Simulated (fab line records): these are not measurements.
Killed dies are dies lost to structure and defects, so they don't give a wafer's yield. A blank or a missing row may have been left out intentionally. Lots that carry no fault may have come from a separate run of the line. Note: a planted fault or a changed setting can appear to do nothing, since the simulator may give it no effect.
Matching of chambers / flow nand-harc / rie-diel-06 running NHARC_A_BONDPAD_STRIP_15: 4 sister chambers
The step strips in O2. 4 wafers are shown with their chamber, then 12 later ones without.

== WAFERS WITH THEIR CHAMBER ==
wafer=L089.4; chamber=1; drypump-motor-current-A (A)=5.96
wafer=L091.4; chamber=2; drypump-motor-current-A (A)=5.68
wafer=L091.5; chamber=0; drypump-motor-current-A (A)=5.68
wafer=L091.6; chamber=3; drypump-motor-current-A (A)=5.95

== WAFERS WITHOUT THEIR CHAMBER ==
wafer=L092.2; drypump-motor-current-A (A)=5.91
wafer=L092.3; drypump-motor-current-A (A)=5.94
wafer=L092.6; drypump-motor-current-A (A)=5.73
wafer=L094.2; drypump-motor-current-A (A)=5.97
wafer=L094.3; drypump-motor-current-A (A)=5.92
wafer=L094.4; drypump-motor-current-A (A)=5.71
wafer=L095.1; drypump-motor-current-A (A)=5.66
wafer=L095.2; drypump-motor-current-A (A)=5.75
wafer=L095.3; drypump-motor-current-A (A)=5.93
wafer=L093.1; drypump-motor-current-A (A)=6.00
wafer=L093.3; drypump-motor-current-A (A)=5.73
wafer=L093.4; drypump-motor-current-A (A)=5.93

== WHICH CHAMBER EACH ONE RAN IN ==
wafer=L092.2; from the rows above=can't be placed: 3 or 1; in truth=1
wafer=L092.3; from the rows above=can't be placed: 3 or 1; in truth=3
wafer=L092.6; from the rows above=can't be placed: 0 or 2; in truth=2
wafer=L094.2; from the rows above=can't be placed: 1 or 3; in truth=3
wafer=L094.3; from the rows above=can't be placed: 3 or 1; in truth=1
wafer=L094.4; from the rows above=can't be placed: 0 or 2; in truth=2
wafer=L095.1; from the rows above=can't be placed: 0 or 2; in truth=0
wafer=L095.2; from the rows above=can't be placed: 0 or 2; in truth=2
wafer=L095.3; from the rows above=can't be placed: 3 or 1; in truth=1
wafer=L093.1; from the rows above=can't be placed: 1 or 3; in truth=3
wafer=L093.3; from the rows above=can't be placed: 0 or 2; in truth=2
wafer=L093.4; from the rows above=can't be placed: 3 or 1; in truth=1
Correctly placed: 0 of 12. Can't be placed from these rows: 12 (the true chamber is among the candidates in 12). Wrongly placed: 0.
How it was worked out, from the rows above alone: a wafer's distance from a chamber is the root of the sum, over the readings, of the square of ((its reading less the chamber's mean) divided by the reading's scatter). If the next closest chamber is less than 2 further off than the closest, the wafer can't be placed; otherwise it belongs to the closest. For every chamber, the mean is computed from those of its wafers that are shown. The scatter: root of mean squared gap, hidden wafer to nearest shown wafer, with one shown wafer a chamber.
